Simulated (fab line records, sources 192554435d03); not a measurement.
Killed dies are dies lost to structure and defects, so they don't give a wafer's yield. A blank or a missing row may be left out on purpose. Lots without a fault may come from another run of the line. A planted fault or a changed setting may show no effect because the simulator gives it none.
Which tool did it? | flow n5_finfet | 9 lots, 27 wafers sampled, at 6 steps of a route of 1938

WHAT THE GAUGES READ, wafer by wafer
N5_BEOL_M0_RS_MEAS_126: measures by four-point-probe. Usual: M0_RS 0.532 ohm/sq, standard deviation 0.02.
lot  | measured    | on            | M0_RS (ohm/sq)    | flag
L326 | day 6 05:07 | film_metro-02 | 0.562 0.557 0.525 |
L329 | day 6 23:14 | film_metro-02 | 0.500 0.513 0.498 |
L331 | day 7 13:08 | film_metro-02 | 0.534 0.529 0.517 |
L332 | day 7 18:58 | film_metro-01 | 0.517 0.530 0.535 |
L333 | day 8 06:05 | film_metro-01 | 0.527 0.540 0.519 |
L334 | day 8 08:53 | film_metro-02 | 0.528 0.545 0.523 |
L335 | day 8 11:50 | film_metro-02 | 0.567 0.570 0.535 |
L337 | day 9 08:23 | film_metro-01 | 0.522 0.517 0.523 |
L339 | day 9 12:35 | film_metro-02 | 0.565 0.551 0.535 |

N5_BEOL_M4_RC_MEAS_101. Usual: DIBL_N 36.4 mV/V, standard deviation 1.5; DIBL_P 36.6 mV/V, standard deviation 1.9; IOFF_N 0.155 nA/um, standard deviation 0.021; IOFF_P 0.211 nA/um, standard deviation 0.028; ION_N 671 uA/um, standard deviation 8.6; ION_P 462 uA/um, standard deviation 5.8; SS_N 71.5 mV/dec, standard deviation 0.5; SS_P 73.4 mV/dec, standard deviation 0.58; VT_N 250.1 mV, standard deviation 2.4; VT_P -250.1 mV, standard deviation 3.
lot  | measured     | on        | DIBL_N (mV/V)  | DIBL_P (mV/V)  | IOFF_N (nA/um)    | IOFF_P (nA/um)    | ION_N (uA/um) | ION_P (uA/um) | SS_N (mV/dec)  | SS_P (mV/dec)  | VT_N (mV)         | VT_P (mV)            | flag
L326 | day 8 08:29  | prober-01 | 35.7 36.7 35.8 | 35.7 36.6 35.5 | 0.152 0.157 0.149 | 0.207 0.215 0.198 | 677 676 664   | 464 468 460   | 71.3 71.8 71.7 | 73.3 73.8 74.5 | 249.9 249.4 251.1 | -250.3 -251.7 -249.5 |
L329 | day 8 18:59  | prober-02 | 35.9 34.8 36.2 | 35.7 34.6 35.7 | 0.146 0.130 0.145 | 0.173 0.158 0.171 | 668 665 664   | 450 448 456   | 71.1 70.9 70.9 | 73.6 73.4 73.4 | 250.3 251.9 248.6 | -254.6 -256.9 -255.1 |
L331 | day 9 15:51  | prober-02 | 36.5 34.8 36.1 | 36.7 33.9 36.1 | 0.155 0.126 0.144 | 0.208 0.179 0.205 | 673 664 669   | 460 459 462   | 71.6 71.2 71.3 | 73.4 72.0 73.7 | 250.9 250.4 252.1 | -250.0 -253.1 -252.4 |
L332 | day 9 16:14  | prober-01 | 37.1 36.5 36.7 | 38.8 37.6 38.3 | 0.171 0.168 0.163 | 0.237 0.222 0.237 | 675 674 675   | 466 463 464   | 72.0 71.3 71.5 | 73.4 73.5 73.5 | 248.3 247.9 249.0 | -246.5 -247.4 -246.5 |
L333 | day 9 22:48  | prober-01 | 35.8 37.2 34.7 | 36.1 38.0 35.6 | 0.159 0.187 0.134 | 0.205 0.236 0.195 | 677 683 658   | 461 462 456   | 71.3 71.7 70.5 | 73.3 73.5 73.3 | 249.3 245.6 251.4 | -251.5 -248.7 -252.2 |
L334 | day 10 08:18 | prober-02 | 37.3 36.9 38.4 | 36.8 34.5 37.2 | 0.157 0.142 0.170 | 0.208 0.175 0.222 | 676 670 679   | 460 454 466   | 71.5 71.5 71.0 | 73.1 72.3 73.1 | 250.6 249.8 250.6 | -246.9 -251.8 -248.8 |
L335 | day 10 14:41 | prober-02 | 35.1 34.4 33.7 | 37.2 36.2 35.3 | 0.155 0.144 0.133 | 0.237 0.221 0.204 | 672 669 662   | 468 458 461   | 71.5 71.2 71.7 | 73.1 73.0 72.8 | 249.5 250.6 252.6 | -246.7 -246.5 -252.6 |
L337 | day 10 20:49 | prober-01 | 34.5 38.3 37.3 | 32.8 37.4 35.7 | 0.128 0.196 0.183 | 0.193 0.279 0.255 | 666 681 686   | 461 475 479   | 70.5 71.3 72.2 | 73.8 73.9 73.6 | 250.2 242.4 245.2 | -249.4 -240.7 -242.6 |
L339 | day 11 04:29 | prober-02 | 36.9 36.0 34.8 | 36.7 35.0 33.6 | 0.175 0.158 0.136 | 0.236 0.202 0.183 | 675 670 655   | 459 460 455   | 70.7 71.4 71.3 | 73.8 73.5 72.8 | 246.6 248.5 252.5 | -248.5 -249.7 -252.3 |

WHICH TOOL RAN EACH LOT (tool, then ch and the chambers of the sampled wafers, then the start)
lot  | N5_BEOL_M0_ANNEAL_119           | N5_BEOL_M0_CMP_120           | N5_BEOL_M1_COAT_62               | N5_BEOL_M1_ETCH_63
L326 | rtp_anneal-02 ch 0, day 6 04:12 | cmp-02 ch 1,2,3, day 6 04:30 | litho_track-02 ch 0, day 6 06:14 | rie_diel-02 ch 1,2,3, day 6 06:58
L329 | rtp_anneal-02 ch 0, day 6 22:23 | cmp-02 ch 1,2,3, day 6 22:43 | litho_track-01 ch 0, day 7 00:05 | rie_diel-03 ch 0,2,3, day 7 00:38
L331 | rtp_anneal-01 ch 0, day 7 12:20 | cmp-01 ch 0,3, day 7 12:35   | litho_track-02 ch 0, day 7 16:31 | rie_diel-05 ch 0,1,2, day 7 17:04
L332 | rtp_anneal-02 ch 0, day 7 18:07 | cmp-04 ch 0,1,3, day 7 18:27 | litho_track-04 ch 0, day 7 20:13 | rie_diel-03 ch 0,1,2, day 7 20:46
L333 | rtp_anneal-01 ch 0, day 8 05:16 | cmp-01 ch 1,2,3, day 8 05:36 | litho_track-04 ch 0, day 8 08:17 | rie_diel-03 ch 0,2,3, day 8 08:55
L334 | rtp_anneal-02 ch 0, day 8 08:02 | cmp-02 ch 0,2, day 8 08:22   | litho_track-04 ch 0, day 8 09:40 | rie_diel-03 ch 0,2, day 8 10:14
L335 | rtp_anneal-01 ch 0, day 8 10:59 | cmp-02 ch 1,2,3, day 8 11:17 | litho_track-01 ch 0, day 8 14:41 | rie_diel-05 ch 1,2, day 8 15:07
L337 | rtp_anneal-02 ch 0, day 9 07:35 | cmp-04 ch 0,1,2, day 9 07:57 | litho_track-01 ch 0, day 9 08:59 | rie_diel-02 ch 1,2,3, day 9 09:33
L339 | rtp_anneal-02 ch 0, day 9 11:41 | cmp-01 ch 0,1,3, day 9 11:59 | litho_track-01 ch 0, day 9 15:00 | rie_diel-02 ch 0,1,3, day 9 15:43
- N5_BEOL_M0_ANNEAL_119: time 90 s.
- N5_BEOL_M0_CMP_120: polishes, stops on SiOC, t overpolish 6.9 s.
- N5_BEOL_M1_COAT_62: time 60 s, resist thk 12 nm.
- N5_BEOL_M1_ETCH_63: etches SiARC in CF4, target depth 15.6 nm, time 26 s.

WHAT THE TOOLS THEMSELVES READ (means of the sampled wafers that have a number; where no wafer has one, the mark that the record gives instead)
N5_BEOL_M0_ANNEAL_119. Usual: wafer_temp_C_max 226.3, standard deviation 0.31.
lot  | tool          | wafer_temp_C_max | flag
L326 | rtp_anneal-02 | 226.4            |
L329 | rtp_anneal-02 | 225.9            |
L331 | rtp_anneal-01 | 226.2            |
L332 | rtp_anneal-02 | 226.6            |
L333 | rtp_anneal-01 | 226.1            |
L334 | rtp_anneal-02 | 226.4            |
L335 | rtp_anneal-01 | 226.6            |
L337 | rtp_anneal-02 | 226.3            |
L339 | rtp_anneal-02 | 226.5            |

N5_BEOL_M0_CMP_120. Usual: barrier_field_endpoint_s 3.66 s, standard deviation 0.12; clearing_platen_rpm 50.002 rpm, standard deviation 0.029; motor_current_A 6.0 A, standard deviation 0.76; overpolish_run_s 6.900 s, standard deviation 0.0085; time_to_endpoint_s 62.1 s, standard deviation 2.5.
lot  | tool   | barrier_field_endpoint_s (s) | clearing_platen_rpm (rpm) | motor_current_A (A) | overpolish_run_s (s) | time_to_endpoint_s (s) | flag
L326 | cmp-02 | 3.85                         | 50.011                    | 6.4                 | 6.889                | 63.3                   |
L329 | cmp-02 | 3.64                         | 49.985                    | 6.2                 | 6.902                | 64.7                   |
L331 | cmp-01 | 3.75                         | 50.013                    | 5.8                 | 6.897                | 61.5                   |
L332 | cmp-04 | 3.71                         | 49.990                    | 5.5                 | 6.907                | 62.8                   |
L333 | cmp-01 | 3.71                         | 50.010                    | 5.5                 | 6.901                | 64.0                   |
L334 | cmp-02 | 3.70                         | 50.038                    | 5.7                 | 6.903                | 60.6                   |
L335 | cmp-02 | 3.59                         | 50.007                    | 6.3                 | 6.900                | 59.2                   |
L337 | cmp-04 | 3.68                         | 50.001                    | 5.8                 | 6.908                | 64.3                   |
L339 | cmp-01 | 3.58                         | 49.968                    | 5.7                 | 6.906                | 64.0                   |

N5_BEOL_M1_COAT_62. Usual: spin_speed_rpm 1499.9 rpm, standard deviation 0.96.
lot  | tool           | spin_speed_rpm (rpm) | flag
L326 | litho_track-02 | 1499.5               |
L329 | litho_track-01 | 1500.9               |
L331 | litho_track-02 | 1499.5               |
L332 | litho_track-04 | 1499.5               |
L333 | litho_track-04 | 1500.8               |
L334 | litho_track-04 | 1499.5               |
L335 | litho_track-01 | 1499.4               |
L337 | litho_track-01 | 1625.1               | OFF
L339 | litho_track-01 | 1625.4               | OFF

N5_BEOL_M1_ETCH_63. Usual: drypump_motor_current_A 5.5 A, standard deviation 0.47; etch_rf_on_time_s 26.0 s, standard deviation 0.36; oes_product_au 0.66 a.u., standard deviation 0.075; rf_vpp_V 184.0 V, standard deviation 1.2; showerhead_plenum_p_Torr 2.14 Torr, standard deviation 0.067; throttle_valve_pct 15.61 %, standard deviation 0.25.
lot  | tool        | drypump_motor_current_A (A) | etch_rf_on_time_s (s) | oes_product_au (a.u.) | rf_vpp_V (V) | showerhead_plenum_p_Torr (Torr) | throttle_valve_pct (%) | flag
L326 | rie_diel-02 | 5.5                         | 25.8                  | 0.69                  | 184.7        | 2.18                            | 15.53                  |
L329 | rie_diel-03 | 5.3                         | 26.3                  | 0.63                  | 183.5        | 2.16                            | 15.66                  |
L331 | rie_diel-05 | 5.9                         | 26.2                  | 0.60                  | 183.6        | 2.12                            | 15.81                  |
L332 | rie_diel-03 | 5.2                         | 25.6                  | 0.75                  | 185.7        | 2.17                            | 15.44                  |
L333 | rie_diel-03 | 5.2                         | 25.7                  | 0.71                  | 184.3        | 2.16                            | 15.52                  |
L334 | rie_diel-03 | 5.3                         | 25.5                  | 0.74                  | 185.1        | 2.16                            | 15.45                  |
L335 | rie_diel-05 | 5.9                         | 26.2                  | 0.60                  | 183.5        | 2.09                            | 15.79                  |
L337 | rie_diel-02 | 5.4                         | 24.9                  | 0.67                  | 183.8        | 2.17                            | 15.58                  | OFF
L339 | rie_diel-02 | 5.7                         | 25.2                  | 0.70                  | 184.9        | 2.22                            | 15.37                  |

THE ANSWER, worked out from the rows above alone
Rule: a lot is off if the mean of its wafers that have a number lies more than 3 standard deviations from the usual mean. A lot without any number at a reading at which 4 lots or more have one is off too. The other lots that the step has rows for count as sound. The gauges are gone through in route order, then the tools' own readings, and for those a lot's mean is taken as printed above. The first step at which some lot is off is used, and at that step the reading that is off furthest; a lot without a number counts as furthest.
Off: L337, L339, at N5_BEOL_M1_COAT_62 (spin_speed_rpm).
A tool fits if, at that step or a process step before it, it ran every lot that is off, and no sound lot after the first of them. Can't be told from this: 2 tools fit, rtp_anneal-02 at N5_BEOL_M0_ANNEAL_119, litho_track-01 at N5_BEOL_M1_COAT_62.

WHAT THE SIMULATOR HAD PUT IN
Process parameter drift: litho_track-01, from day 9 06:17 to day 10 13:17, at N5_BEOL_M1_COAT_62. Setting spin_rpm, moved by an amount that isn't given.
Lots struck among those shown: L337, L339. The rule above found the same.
